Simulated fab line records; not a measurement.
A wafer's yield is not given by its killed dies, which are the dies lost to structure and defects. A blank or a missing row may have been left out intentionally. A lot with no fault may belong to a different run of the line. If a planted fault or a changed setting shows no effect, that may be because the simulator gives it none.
One fault through the eyes of 2 desks    flow nandHarc    each desk has only its own numbers; what lay behind them comes last

DESK OF THE TOOL OWNER: rieDiel-02
The tool's own readings at NHARC_A_M0_STRIP_18 (strips in N2/H2): means of the sampled wafers that have a number, for each lot that ran on this tool. Any lot whose mean is over 4 standard deviations away from the usual mean is out of limits and marked OUT; that distance is given in the brackets.
Columns: A = chamberPressureMTorr at NHARC_A_M0_STRIP_18, usual 29.994 mTorr; B = drypumpMotorCurrentA at NHARC_A_M0_STRIP_18, usual 5.8 A; C = oesProductAu at NHARC_A_M0_STRIP_18, usual 0.998 a.u.; D = powerW at NHARC_A_M0_STRIP_18, usual 999.9 W; E = rfVppV at NHARC_A_M0_STRIP_18, usual 90.7 V; F = showerheadPlenumPTorr at NHARC_A_M0_STRIP_18, usual 2.04 Torr; G = throttleValvePct at NHARC_A_M0_STRIP_18, usual 14.170 %
lot   first seen here  A       B    C      D       E     F     G
L534  day 23 13:25     30.003  6.6  1.021  998.3   90.2  1.93  14.161
L536  day 24 05:38     29.980  6.2  1.004  999.1   91.0  2.01  14.171
L545  day 28 11:16     29.987  6.0  1.012  997.7   91.1  2.06  14.162
L550  day 30 12:01     29.997  6.6  0.998  1003.9  90.6  1.97  14.174
L551  day 30 13:32     29.991  6.2  1.003  997.8   88.9  1.97  14.166
L553  day 31 02:06     29.979  5.8  1.001  1001.6  91.7  2.06  14.167
Result from this desk: across the 6 lots, nothing is out of limits.

AT THE METROLOGY DESK
Lot by lot, what the gauges showed, no matter which tool ran the lot: averages of those sampled wafers that carry a number. Any lot whose mean is over 4 standard deviations away from the usual mean is out of limits and marked OUT; that distance is given in the brackets.
Columns: A = cdNm at NHARC_A_M0_CD_MEAS_09, usual 79.5 nm; B = cdNm at NHARC_A_M0_CD_MEAS_16, usual 79.5 nm
lot   first seen here  A     B
L532  day 22 12:22     79.3  79.7
L534  day 23 12:52     79.8  79.9
L535  day 24 03:42     79.3  79.1
L536  day 24 05:05     79.3  79.3
L537  day 25 07:16     80.4  80.0
L544  day 27 17:20     79.1  79.3
L546  day 28 09:17     79.2  79.7
L545  day 28 10:39     78.7  78.6
L550  day 30 11:28     79.5  80.2
L551  day 30 12:58     79.2  78.7
L552  day 30 23:04     79.7  79.3
L553  day 31 01:31     79.8  80.3
L554  day 32 03:53     79.7  79.5
L555  day 32 15:10     79.4  78.9
Result from this desk: across the 14 lots, nothing is out of limits.

TAKEN TOGETHER
The tool owner's desk saw nothing out of limits.
The metrology desk saw nothing out of limits.

WHAT THE SIMULATOR HAD PUT IN
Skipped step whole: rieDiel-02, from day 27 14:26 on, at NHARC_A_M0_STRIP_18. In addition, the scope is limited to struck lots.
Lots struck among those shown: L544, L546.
